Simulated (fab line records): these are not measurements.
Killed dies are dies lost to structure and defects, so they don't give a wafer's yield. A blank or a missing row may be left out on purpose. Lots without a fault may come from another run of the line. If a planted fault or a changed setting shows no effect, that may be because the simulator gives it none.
Matching of chambers | flow n5 finfet | N5_FIN_SAQP_ETCH_67 on rie diel-04 has 4 sister chambers
The step etches SiNx in CH3F/O2, target depth 30 nm. 8 wafers are shown with their chamber, then 9 later ones without.

== WAFERS WITH THEIR CHAMBER ==
wafer  | chamber | showerhead plenum p Torr (Torr) | throttle valve pct (%)
L075.1 | 2       | 1.91                            | 16.43
L078.1 | 2       | 1.91                            | 16.45
L078.3 | 3       | 2.10                            | 16.51
L079.5 | 0       | 2.02                            | 16.67
L079.6 | 1       | 2.08                            | 16.35
L080.1 | 3       | 2.10                            | 16.52
L080.2 | 1       | 2.07                            | 16.37
L080.4 | 0       | 2.02                            | 16.69

== WAFERS WITHOUT THEIR CHAMBER ==
wafer  | showerhead plenum p Torr (Torr) | throttle valve pct (%)
L086.1 | 2.09                            | 16.55
L086.2 | 2.01                            | 16.71
L086.3 | 2.07                            | 16.40
L093.1 | 1.90                            | 16.51
L093.2 | 2.01                            | 16.73
L093.6 | 1.90                            | 16.52
L094.2 | 2.01                            | 16.75
L094.5 | 1.90                            | 16.51
L094.6 | 2.08                            | 16.58

== WHICH CHAMBER EACH ONE RAN IN ==
wafer  | from the rows above | in truth
L086.1 | 3                   | 3
L086.2 | 0                   | 0
L086.3 | 1                   | 1
L093.1 | 2                   | 2
L093.2 | 0                   | 0
L093.6 | 2                   | 2
L094.2 | 0                   | 0
L094.5 | 2                   | 2
L094.6 | 3                   | 3
Placed correctly: 9 of 9. Number that these rows cannot place: 0. Number placed wrongly: 0.
How it was worked out, from the rows above alone: a wafer's distance from a chamber is the root of the sum, over the readings, of the square of ((its reading less the chamber's mean) divided by the reading's scatter). If the next closest chamber is less than 2 further off than the closest, the wafer can't be placed; otherwise it belongs to the closest. A chamber's mean is the mean of its shown wafers. The scatter is the square root of a quotient: the sum, over the shown wafers, of each reading's squared deviation from its chamber's mean, divided by wafers minus chambers.
